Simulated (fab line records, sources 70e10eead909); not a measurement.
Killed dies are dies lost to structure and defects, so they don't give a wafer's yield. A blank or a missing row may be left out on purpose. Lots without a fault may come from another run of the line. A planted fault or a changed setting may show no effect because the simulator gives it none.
fab line records | flow nand_harc
record lots=13 wafers=39 last_day=34
route steps=1302 shown P_STI@88 P_GATE@122 END@1302
lots that met no fault: from a run of the same line without faults
start_h: hours from the record's first day to the start of the lot's first wafer shown | wait_h: hours since the lot's step before | " the same as in the row above | L1.1+2: a row that stands for several wafers | - no value, or no start given | * or withheld: withheld | < > ~ a bound
route shown NAME@n: a module of which the file shows steps, and the number in the route of the first | usual: mean/standard deviation of fault-free wafers | same: alike in all rows | chamber/n: place in a boat | sites: the reading at each site | _std_site: their standard deviation | _edge_site: outer sites' mean less inner sites' | radius_mm: how far each site lies from the wafer's centre | mask NAME#n: copy n | behind: the tool/chamber that last shaped the wafer | hold: why the lot was held/for how many hours/how that ended | device: the transistor (n, p or np) that didn't switch | end of line: the same wafers' tests at the end of the route | a step without rows: its recipe alone | killed: dies lost to structure and defects at the first sort, not the wafer's yield | map: a wafer's dies, x killed, . not, _ none there
set.NAME: the setting as run; set.NAME@STEP: as run at that earlier step | model.NAME: the simulator's own value behind a step, which no gauge read
steps of the route over a sample of lots; a table a step, a row a wafer
services: from which hour (start_h, from the record's first day; less than 0 if before it) a tool's chamber was out of use, for how many hours, and why
## steps
# step NHARC_P_STI_ETCH_42
# recipe target_depth_a=800 overetch_a=240 time_s=61 ion_energy_ev=200 n2_flow_sccm=150 h2_flow_sccm=150 ar_flow_sccm=0 rf_w=400 bias_w=150 chemistry=N2/H2
# usual drypump_motor_current_A=5.6/0.4 oes_product_au=1.008/0.014 rf_vpp_V=432.7/2 showerhead_plenum_p_Torr=2.12/0.063 throttle_valve_pct=14.172/0.0093
# columns lot.wafer tool chamber start_h wait_h drypump_motor_current_A oes_product_au rf_hours_counter_h rf_vpp_V showerhead_plenum_p_Torr throttle_valve_pct
L706.2 rie_diel-07 3 44.62 0.1 5.7 0.974 6 435.3 2.20 14.169
L706.1 " 1 " " 6.0 1.010 7 430.9 2.08 14.167
L706.6 " 0 " " 6.6 1.023 - 433.8 2.19 14.162
L707.2 rie_diel-07 0 57.61 0.1 6.5 1.020 7 435.5 2.19 14.168
L707.1 " 2 " " 5.5 0.997 8 432.5 2.10 14.179
L707.6 " 0 " " 6.5 1.025 - 434.1 2.19 14.155
L708.4 rie_diel-05 0 63.09 0.1 5.9 1.019 0 432.3 2.17 14.159
L708.3 " 1 " " 5.2 0.992 0 431.0 2.04 14.166
L708.5 " 2 " " 5.2 1.000 - 433.6 2.14 14.176
L711.4 rie_diel-05 1 92.50 0.1 5.2 1.006 1 429.1 2.04 14.166
L711.2 " 2 " " 5.2 1.025 1 434.4 2.14 14.183
L711.3 " 3 " " 5.7 1.038 1 432.6 2.14 14.170
L715.1 rie_diel-05 2 132.22 0.1 5.2 1.010 3 432.5 2.14 14.176
L715.3 " 0 " " 5.9 1.016 3 434.1 2.17 14.172
L715.5 " 2 " " 5.2 1.016 - 433.4 2.14 14.171
L716.2 rie_diel-05 0 145.04 0.1 5.9 1.015 3 433.8 2.17 14.190
L716.6 " 0 " " 5.9 1.016 - 434.9 2.17 14.185
L716.5 " 1 " " 5.2 0.989 - 429.7 2.04 14.174
L718.2 rie_diel-05 2 163.31 0.1 5.2 1.001 4 432.2 2.14 14.175
L718.4 " 1 " " 5.2 0.997 4 430.8 2.03 14.186
L718.5 " 2 " " 5.2 0.997 - 432.6 2.14 14.178
L719.1 rie_diel-11 1 173.09 0.1 5.1 1.020 6 428.5 1.96 14.161
L719.2 " 2 " " 5.5 0.992 6 433.4 2.17 14.183
L719.5 " 2 " " 5.6 1.006 - 433.3 2.17 14.175
L721.1 rie_diel-07 0 195.49 0.1 6.5 1.010 5 434.7 2.19 14.165
L721.5 " 1 " " 5.9 1.004 - 431.5 2.08 14.168
L721.6 " 2 " " 5.5 1.016 - 432.0 2.09 14.177
L726.3 rie_diel-11 2 243.46 0.1 5.6 1.003 13 434.1 2.17 14.185
L726.2 " 3 " " 5.8 1.003 13 431.5 2.03 14.168
L726.5 " 1 " " 5.1 1.025 - 428.4 1.95 14.150
L727.4 rie_diel-05 0 255.10 0.1 5.9 1.010 1 433.5 2.16 14.162
L727.1 " 3 " " 5.7 1.008 1 432.0 2.14 14.159
L727.6 " 1 " " 5.2 0.990 - 428.7 2.03 14.169
L728.4 rie_diel-07 1 263.24 0.1 5.9 1.010 9 430.3 2.08 14.174
L728.1 " 2 " " 5.5 1.016 9 432.6 2.09 14.160
L728.6 " 2 " " 5.5 1.017 - 432.8 2.09 14.183
L729.3 rie_diel-07 1 272.22 0.1 5.9 1.006 10 431.6 2.08 14.178
L729.2 " 2 " " 5.5 1.015 9 431.8 2.09 14.172
L729.4 " 3 " " 5.7 0.994 10 435.9 2.19 14.189
# step NHARC_P_STI_ETCH_15
# recipe target_depth_a=3000 taper_deg=4 time_s=100.1 hbr_flow_sccm=150 cl2_flow_sccm=50 rf_w=400 icp_w=400 bias_w=100 chemistry=HBr/Cl2
# usual drypump_motor_current_A=5.6/0.39 oes_product_au=0.998/0.015 throttle_valve_pct=26.406/0.01
# columns lot.wafer tool chamber start_h wait_h drypump_motor_current_A oes_product_au rf_hours_counter_h throttle_valve_pct
L706.1 rie_si-01 0 44.82 - 5.6 0.973 0.1 26.412
L706.2 " 1 " " 5.5 1.009 0.1 26.405
L706.6 " 3 " " 6.1 1.020 - 26.411
L707.2 rie_si-06 3 57.80 - 5.1 0.989 1.0 26.409
L707.1 " 0 " " 5.5 1.024 0.8 26.396
L707.6 " 3 " " 5.1 0.994 - 26.381
L708.3 rie_si-01 3 63.29 - 6.1 1.008 0.2 26.408
L708.4 " 1 " " 5.4 1.014 0.2 26.426
L708.5 " 2 " " 5.0 0.978 - 26.404
L711.4 rie_si-06 3 92.71 - 5.1 1.000 0.1 26.395
L711.2 " 0 " " 5.5 1.001 0.1 26.413
L711.3 " 1 " " 5.9 1.009 0.1 26.402
L715.3 rie_si-01 3 132.40 - 6.1 0.996 0.6 26.403
L715.1 " 1 " " 5.4 1.012 0.7 26.390
L715.5 " 0 " " 5.6 0.991 - 26.412
L716.2 rie_si-01 0 145.26 - 5.6 0.995 0.9 26.393
L716.5 " 2 " " 5.0 0.981 - 26.407
L716.6 " 3 " " 6.0 1.003 - 26.413
L718.2 rie_si-01 3 163.50 - 6.1 0.994 0.9 26.420
L718.4 " 0 " " 5.6 0.980 1.0 26.422
L718.5 " 3 " " 6.1 0.997 - 26.425
L719.1 rie_si-01 1 173.29 - 5.5 1.014 1.0 26.415
L719.2 " 2 " " 5.0 0.973 1.0 26.410
L719.5 " 0 " " 5.6 1.002 - 26.424
L721.1 rie_si-06 2 195.69 - 5.8 0.984 0.7 26.395
L721.5 " 0 " " 5.5 1.007 - 26.405
L721.6 " 1 " " 5.9 1.004 - 26.395
L726.3 rie_si-04 0 243.67 - 6.0 1.013 0.5 26.402
L726.2 " 1 " " 6.3 0.999 0.4 26.407
L726.5 " 3 " " 5.6 0.978 - 26.410
L727.1 rie_si-01 3 255.32 - 6.1 0.994 0.3 26.401
L727.4 " 0 " " 5.6 0.983 0.4 26.386
L727.6 " 2 " " 5.0 0.994 - 26.396
L728.1 rie_si-04 2 263.44 - 6.0 1.012 0.5 26.398
L728.4 " 0 " " 6.0 1.015 0.6 26.422
L728.6 " 2 " " 6.0 1.006 - 26.420
L729.4 rie_si-01 0 272.40 - 5.6 0.970 0.5 26.407
L729.2 " 1 " " 5.5 1.023 0.6 26.403
L729.3 " 2 " " 5.0 0.978 0.6 26.405
# step NHARC_P_GATE_CD_MEAS_11
# recipe target_cd_nm=1640 landing_energy_ev=500
# usual cd_nm=1639.9/2.2
# columns lot.wafer tool chamber start_h wait_h cd_nm
L706.1 cd_sem-03 0 82.55 - 1640.5
L706.2 " 0 " " 1640.4
L706.6 " 0 " " 1638.8
L708.3 cd_sem-01 0 97.77 - 1640.2
L708.4 " 0 " " 1637.3
L708.5 " 0 " " 1637.6
L707.1 cd_sem-03 0 97.80 - 1641.4
L707.2 " 0 " " 1640.5
L707.6 " 0 " " 1638.8
L711.2 cd_sem-02 0 128.44 - 1637.8
L711.3 " 0 " " 1641.1
L711.4 " 0 " " 1639.0
L715.1 cd_sem-03 0 167.96 - 1639.7
L715.3 " 0 " " 1638.4
L715.5 " 0 " " 1643.5
L716.2 cd_sem-03 0 180.56 - 1641.9
L716.5 " 0 " " 1642.2
L716.6 " 0 " " 1642.5
L718.2 cd_sem-01 0 202.31 - 1640.3
L718.4 " 0 " " 1638.2
L718.5 " 0 " " 1646.5
L719.1 cd_sem-03 0 208.56 - 1640.7
L719.2 " 0 " " 1641.3
L719.5 " 0 " " 1640.1
L721.1 cd_sem-01 0 237.85 - 1640.7
L721.5 " 0 " " 1641.4
L721.6 " 0 " " 1639.8
L726.2 cd_sem-02 0 279.49 - 1639.4
L726.3 " 0 " " 1640.3
L726.5 " 0 " " 1637.7
L727.1 cd_sem-03 0 290.49 - 1639.2
L727.4 " 0 " " 1642.2
L727.6 " 0 " " 1640.6
L728.1 cd_sem-01 0 297.51 - 1638.6
L728.4 " 0 " " 1640.5
L728.6 " 0 " " 1640.8
L729.2 cd_sem-02 0 310.29 - 1643.8
L729.3 " 0 " " 1639.1
L729.4 " 0 " " 1641.8
# step NHARC_P_GATE_DEP_103
# recipe target_thk_a=300 target_thk_nm=30 temp_c=400 flow_sccm=200 rf_w=350 material=SiON
# usual heater_power_w=719/75
# columns lot.wafer tool chamber start_h wait_h heater_power_w
L706.1 pecvd-01 0 96.24 0.7 752
L706.2 " 1 " " 778
L706.6 " 1 " " 795
L707.2 pecvd-01 0 111.19 0.5 734
L707.1 " 1 " " 719
L707.6 " 1 " " 716
L708.3 pecvd-03 1 111.19 0.4 670
L708.5 " 1 " " 659
L708.4 " 2 " " 548
L711.3 pecvd-03 2 142.13 0.4 613
L711.2 " 0 " " 798
L711.4 " 2 " " 619
L715.3 pecvd-03 0 181.33 0.4 738
L715.1 " 2 " " 556
L715.5 " 0 " " 760
L716.2 pecvd-01 1 196.56 0.5 723
L716.6 " 1 " " 712
L716.5 " 0 " " 719
L718.2 pecvd-01 0 216.02 0.5 733
L718.4 " 0 " " 711
L718.5 " 0 " " 749
L718.2 pecvd-01 0 216.47 0.4 729
L718.4 " 0 " " 727
L718.5 " 0 " " 737
L719.2 pecvd-01 1 224.82 0.4 782
L719.1 " 0 " " 727
L719.5 " 1 " " 785
L719.2 pecvd-01 1 227.87 3.0 794
L719.1 " 0 " " 739
L719.5 " 1 " " 773
L721.1 pecvd-04 2 259.02 0.6 722
L721.6 " 1 " " 775
L721.5 " 2 " " 728
L721.1 pecvd-04 2 259.38 0.3 732
L721.6 " 1 " " 773
L721.5 " 2 " " 733
L726.2 pecvd-03 0 296.06 0.5 760
L726.3 " 2 " " 512
L726.5 " 1 " " 626
L727.1 pecvd-04 0 313.76 0.6 728
L727.6 " 2 " " 722
L727.4 " 0 " " 726
L728.1 pecvd-04 1 316.90 0.6 718
L728.6 " 2 " " 719
L728.4 " 0 " " 745
L729.3 pecvd-04 2 323.57 0.3 697
L729.2 " 0 " " 754
L729.4 " 0 " " 768
# step NHARC_END_SORT_01
# recipe temp_c=25
# usual killed_at_array=63/27 killed_at_other=0.7/1.2 killed_at_periphery=3.1/2 killed_dies=67/28 killed_open=3.0/1.9 killed_short=2.2/1.5
# same gross_dies=677
# columns lot.wafer tool chamber start_h wait_h killed_at_array killed_at_other killed_at_periphery killed_dies killed_open killed_short
L716.2 prober-02 0 659.69 2.8 22 0 4 26 6 2
L716.5 prober-02 0 662.03 3.6 28 0 2 30 5 2
L716.6 prober-02 0 662.81 3.9 22 0 4 26 6 1
L719.1 prober-01 0 699.25 2.5 38 0 2 40 2 2
L719.2 prober-01 0 700.04 2.8 37 1 1 39 3 2
L719.5 prober-01 0 702.43 3.7 36 1 4 41 2 2
L721.1 prober-01 0 739.55 2.5 74 0 2 76 0 2
L721.5 prober-01 0 742.79 3.7 70 0 3 73 2 2
L721.6 prober-01 0 743.60 4.0 74 0 5 79 5 3
# killed by level:class
L716.2 A_CHANNEL_HOLE_D1:chamber_film_flake=5 A_STAIRCASE:chamber_film_flake=5 P_ZERO_WELL:chamber_film_flake=2 A_SLIT:chamber_film_flake=2 A_CONTACT:chamber_film_flake=2 P_GATE:geometric_particle:open=1 P_CONTACT:geometric_particle:open=1 A_DECK1_JOINT:geometric_particle:open=1
L716.5 A_CHANNEL_HOLE_D1:chamber_film_flake=12 A_CONTACT:chamber_film_flake=3 A_CHANNEL_FILL_D1:chamber_film_flake=2 A_STAIRCASE:chamber_film_flake=2 P_M0:geometric_particle:open=1 A_SOURCE_PLATE:geometric_particle:open=1 A_CHANNEL_FILL_D1:geometric_particle:open=1 A_ONON_D2:geometric_particle:open=1
L716.6 A_CHANNEL_HOLE_D1:chamber_film_flake=8 A_CONTACT:chamber_film_flake=3 P_M1:geometric_particle:open=2 A_M1:geometric_particle:open=2 A_CHANNEL_FILL_D1:chamber_film_flake=2 A_CHANNEL_HOLE_D2:unspecified=2 A_CHANNEL_HOLE_D2:chamber_film_flake=2 P_STI:geometric_particle:short=1
L719.1 A_CHANNEL_HOLE_D2:chamber_film_flake=19 A_CONTACT:chamber_film_flake=8 A_CHANNEL_HOLE_D1:chamber_film_flake=6 P_STI:geometric_particle:short=1 A_CHANNEL_FILL_D1:geometric_particle:open=1 A_CHANNEL_FILL_D1:geometric_particle:short=1 A_ONON_D2:geometric_particle:open=1 P_ZERO_WELL:chamber_film_flake=1
L719.2 A_CHANNEL_HOLE_D2:chamber_film_flake=23 A_CHANNEL_HOLE_D1:chamber_film_flake=5 A_SLIT:chamber_film_flake=2 A_CONTACT:chamber_film_flake=2 P_STI:geometric_particle:short=1 A_CHANNEL_HOLE_D1:geometric_particle:open=1 A_DECK1_JOINT:geometric_particle:short=1 A_SGD_CUT:geometric_particle:open=1
L719.5 A_CHANNEL_HOLE_D2:chamber_film_flake=17 A_CONTACT:chamber_film_flake=6 A_CHANNEL_HOLE_D1:chamber_film_flake=5 P_GATE:chamber_film_flake=3 A_STAIRCASE:chamber_film_flake=2 A_SLIT:chamber_film_flake=2 A_CHANNEL_FILL_D1:geometric_particle:short=1 A_DECK1_JOINT:geometric_particle:open=1
L721.1 A_CHANNEL_HOLE_D1:chamber_film_flake=30 A_CHANNEL_HOLE_D2:chamber_film_flake=30 A_CONTACT:chamber_film_flake=7 P_GATE:chamber_film_flake=2 A_CHANNEL_FILL_D2:chamber_film_flake=2 A_SLIT:chamber_film_flake=2 A_CHANNEL_FILL_D2:geometric_particle:short=1 A_WL_FILL:geometric_particle:short=1
L721.5 A_CHANNEL_HOLE_D1:chamber_film_flake=29 A_CHANNEL_HOLE_D2:chamber_film_flake=22 A_CONTACT:chamber_film_flake=9 A_SLIT:chamber_film_flake=3 A_SGD_CUT:chamber_film_flake=2 P_CONTACT:geometric_particle:open=1 A_ONON_D1:geometric_particle:open=1 A_CHANNEL_FILL_D1:geometric_particle:short=1
L721.6 A_CHANNEL_HOLE_D2:chamber_film_flake=33 A_CHANNEL_HOLE_D1:chamber_film_flake=25 A_SLIT:chamber_film_flake=3 A_CHANNEL_FILL_D2:chamber_film_flake=3 A_CONTACT:chamber_film_flake=3 P_M1:geometric_particle:open=2 P_ZERO_WELL:chamber_film_flake=2 A_CHANNEL_FILL_D1:geometric_particle:open=1
## services
# columns tool chamber start_h hours kind
rie_si-01 0 32.49 6.8 repair
rie_diel-05 2 37.81 6.8 repair
rie_diel-05 - 52.60 9.0 pm
rie_diel-05 2 63.47 9.2 repair
rie_diel-05 0 64.51 5.2 repair
rie_diel-07 0 67.41 6.9 repair
pecvd-01 0 81.80 2.5 repair
pecvd-04 - 88.00 13.0 pm
rie_si-01 3 95.48 8.0 repair
rie_diel-07 1 108.15 2.0 repair
rie_diel-05 1 114.16 2.8 repair
rie_diel-07 - 117.27 9.0 pm
pecvd-01 - 130.34 13.0 pm
pecvd-04 - 143.21 2.2 repair
rie_si-01 - 193.00 9.0 pm
pecvd-01 2 210.51 18.0 repair
rie_si-01 0 218.09 2.7 repair
rie_diel-05 0 224.78 15.7 repair
rie_diel-05 - 229.60 9.0 pm
rie_diel-05 1 255.99 1.6 repair
rie_si-01 3 275.33 7.9 repair
rie_si-01 1 299.88 1.5 repair
rie_diel-05 3 305.93 34.1 repair
pecvd-01 - 311.38 13.0 pm
## key
first_sign step=NHARC_P_GATE_DEP_103 reading=visit direction=added
effect none on later readings
met_at NHARC_P_GATE_DEP_103
struck_lots L718,L719,L721
tester_left_out L718,L719,L721
not_acting_at NHARC_P_STI_ETCH_42,NHARC_P_STI_ETCH_15,NHARC_P_GATE_CD_MEAS_11
fault kind=repeated_step_whole tool=pecvd-01,pecvd-03,pecvd-04 chamber=- onset_h=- steps=NHARC_P_GATE_DEP_103 times=1 scope=struck_lots_only
# tester_left_out: of these lots the tester's yield and bins aren't shown, on N5 and GAA mostly nor the transistor test; their killed dies are dies lost to structure and defects alone, not to doping, threshold or leakage, so they don't give the yield
